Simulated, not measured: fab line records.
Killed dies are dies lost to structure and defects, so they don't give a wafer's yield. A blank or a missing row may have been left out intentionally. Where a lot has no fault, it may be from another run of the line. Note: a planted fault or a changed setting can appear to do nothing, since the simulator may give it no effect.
A lot that was struck, set against a sound lot	flow nand_harc	15 out of 1302 route steps
Sound: wafers L718.2, L718.4, L718.5. Wafers L732.2, L732.3, L732.4 were the ones struck. The cause comes at the end.
Order at every step that has rows: each side's tool, ch and its chambers, its first start. Under that, the readings that differ: sound wafers	struck wafers	difference of the means	sigmas: that difference in standard deviations of wafers without a fault.
alike: words and numbers the same on both sides, and readings whose means are apart by under 2 such deviations; not compared: readings that were withheld, readings missing a value for some wafer, numbers with overlapping values and no deviation given by the record, and bounds like >300 which may hide the same value.
The two part at a step that has a row with sigmas, a row that says differs or no value, or rows on one side only. Non-overlapping numbers with no deviation appear without sigmas and do not part them. Lack of a reading on every wafer of one side parts them only where that side has two or more wafers.

first, 1 step without rows for these wafers: NHARC_A_ONON_D1_DEP_00 (target thk 1000 nm).
NHARC_A_ONON_D1_THK_MEAS_02: measures by ellipsometry.
  sound on film_metro-02 at day 8 21:36; struck on film_metro-02 at day 14 20:02
  alike: thk_nm
next comes 1 step that has no rows for these wafers: NHARC_A_ONON_D1_DEP_03 (target thickness 1000 nm).
NHARC_A_ONON_D1_THK_MEAS_05: measures by ellipsometry.
  sound on film_metro-01 at day 8 22:10; struck on film_metro-02 at day 14 20:37
  alike: thk_nm
next comes 1 step that has no rows for these wafers: NHARC_A_ONON_D1_DEP_06 (target thickness 1000 nm).
NHARC_A_ONON_D1_THK_MEAS_08: measures by ellipsometry.
  sound on film_metro-02 at day 8 22:44; struck on film_metro-02 at day 14 21:10
  alike: thk_nm
next comes 1 step that has no rows for these wafers: NHARC_A_ONON_D1_DEP_09 (target thickness 1000 nm).
NHARC_A_ONON_D1_THK_MEAS_11: measures by ellipsometry.
  sound on film_metro-01 at day 8 23:18; struck on film_metro-02 at day 14 21:44
  alike: thk_nm
next comes 1 step that has no rows for these wafers: NHARC_A_ONON_D1_DEP_12 (target thickness 1000 nm).
NHARC_A_ONON_D1_THK_MEAS_14: measures by ellipsometry.
  sound on film_metro-01 at day 8 23:52; struck on film_metro-02 at day 14 22:18
  alike: thk_nm
then, 1 step without rows for these wafers: NHARC_A_ONON_D1_ANNEAL_15 (time 3600 s).
NHARC_A_ONON_D1_DEP_16: target thk 1000 nm.
  sound on pecvd_onon-01 ch 0, day 9 07:29; struck on pecvd_onon-01 ch 0, day 15 05:36
NHARC_A_ONON_D1_THK_MEAS_18: measures by ellipsometry.
  sound on film_metro-01 at day 9 07:56; struck on film_metro-01 at day 15 06:03
reading	sound	struck	difference	sigmas
thk_nm (nm)	1008 1008 1004	1532 1532 1531	+525	+48
next comes 1 step that has no rows for these wafers: NHARC_A_ONON_D1_DEP_19 (target thickness 1000 nm).
-- jump in the record: it breaks off in module A_ONON_D1 and resumes in module END (first step shown: number 1302 of the route), and 17 days separate the struck wafers' starts before and after --
NHARC_END_SORT_01:
  at this point the record logs the struck wafers (prober-01 ch 0, day 31 22:59) and has no rows for the sound ones

== WHERE THEY PART ==
Earliest at NHARC_A_ONON_D1_THK_MEAS_18; latest, in this record, at NHARC_END_SORT_01.

WHY: what the simulator had put in
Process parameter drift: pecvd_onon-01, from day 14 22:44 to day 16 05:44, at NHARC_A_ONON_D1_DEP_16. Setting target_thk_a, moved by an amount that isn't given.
